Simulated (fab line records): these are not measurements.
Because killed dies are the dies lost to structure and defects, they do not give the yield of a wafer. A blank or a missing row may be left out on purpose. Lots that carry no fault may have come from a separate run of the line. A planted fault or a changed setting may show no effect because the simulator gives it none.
Matching of chambers / flow n5-finfet / 4 sister chambers for N5_BEOL_M3_DESCUM_33 on rie-diel-02
The step chemistry O2, time 7 s. 8 wafers are shown with their chamber, then 11 later ones without.

## WAFERS, EACH WITH ITS CHAMBER
wafer=L080.2; chamber=1; showerhead-plenum-p-Torr (Torr)=2.15; drypump-motor-current-A (A)=5.0
wafer=L081.2; chamber=0; showerhead-plenum-p-Torr (Torr)=2.16; drypump-motor-current-A (A)=6.4
wafer=L082.1; chamber=0; showerhead-plenum-p-Torr (Torr)=2.16; drypump-motor-current-A (A)=6.4
wafer=L082.4; chamber=2; showerhead-plenum-p-Torr (Torr)=2.03; drypump-motor-current-A (A)=6.3
wafer=L083.3; chamber=3; showerhead-plenum-p-Torr (Torr)=2.04; drypump-motor-current-A (A)=6.5
wafer=L083.5; chamber=1; showerhead-plenum-p-Torr (Torr)=2.14; drypump-motor-current-A (A)=5.1
wafer=L083.6; chamber=2; showerhead-plenum-p-Torr (Torr)=2.03; drypump-motor-current-A (A)=6.3
wafer=L088.1; chamber=3; showerhead-plenum-p-Torr (Torr)=2.04; drypump-motor-current-A (A)=6.5

## WAFERS WITH NO CHAMBER GIVEN
wafer=L088.2; showerhead-plenum-p-Torr (Torr)=2.15; drypump-motor-current-A (A)=6.4
wafer=L088.5; showerhead-plenum-p-Torr (Torr)=2.15; drypump-motor-current-A (A)=6.4
wafer=L091.2; showerhead-plenum-p-Torr (Torr)=2.15; drypump-motor-current-A (A)=6.4
wafer=L091.3; showerhead-plenum-p-Torr (Torr)=2.02; drypump-motor-current-A (A)=6.3
wafer=L091.5; showerhead-plenum-p-Torr (Torr)=2.03; drypump-motor-current-A (A)=6.4
wafer=L096.1; showerhead-plenum-p-Torr (Torr)=2.03; drypump-motor-current-A (A)=6.4
wafer=L096.2; showerhead-plenum-p-Torr (Torr)=2.14; drypump-motor-current-A (A)=5.1
wafer=L096.4; showerhead-plenum-p-Torr (Torr)=2.02; drypump-motor-current-A (A)=6.3
wafer=L097.3; showerhead-plenum-p-Torr (Torr)=2.03; drypump-motor-current-A (A)=6.4
wafer=L097.4; showerhead-plenum-p-Torr (Torr)=2.14; drypump-motor-current-A (A)=5.1
wafer=L097.6; showerhead-plenum-p-Torr (Torr)=2.14; drypump-motor-current-A (A)=5.1

## THE CHAMBER EACH PASSED THROUGH
wafer=L088.2; from the rows above=0; in truth=0
wafer=L088.5; from the rows above=0; in truth=0
wafer=L091.2; from the rows above=0; in truth=0
wafer=L091.3; from the rows above=2; in truth=2
wafer=L091.5; from the rows above=can't be placed: 2 or 3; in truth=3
wafer=L096.1; from the rows above=can't be placed: 2 or 3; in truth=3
wafer=L096.2; from the rows above=1; in truth=1
wafer=L096.4; from the rows above=2; in truth=2
wafer=L097.3; from the rows above=can't be placed: 2 or 3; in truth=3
wafer=L097.4; from the rows above=1; in truth=1
wafer=L097.6; from the rows above=1; in truth=1
8 of 11 placed correctly. Cannot be placed on the basis of these rows: 3; the candidates contain the true chamber in 3. 0 placed wrongly.
How it was worked out, from the rows above alone: a wafer's distance from a chamber is the root of the sum, over the readings, of the square of ((its reading less the chamber's mean) divided by the reading's scatter). If the next closest chamber is less than 2 further off than the closest, the wafer can't be placed; otherwise it belongs to the closest. A chamber's mean is the mean of its shown wafers. The scatter is the square root of a quotient: the sum, over the shown wafers, of each reading's squared deviation from its chamber's mean, divided by wafers minus chambers.
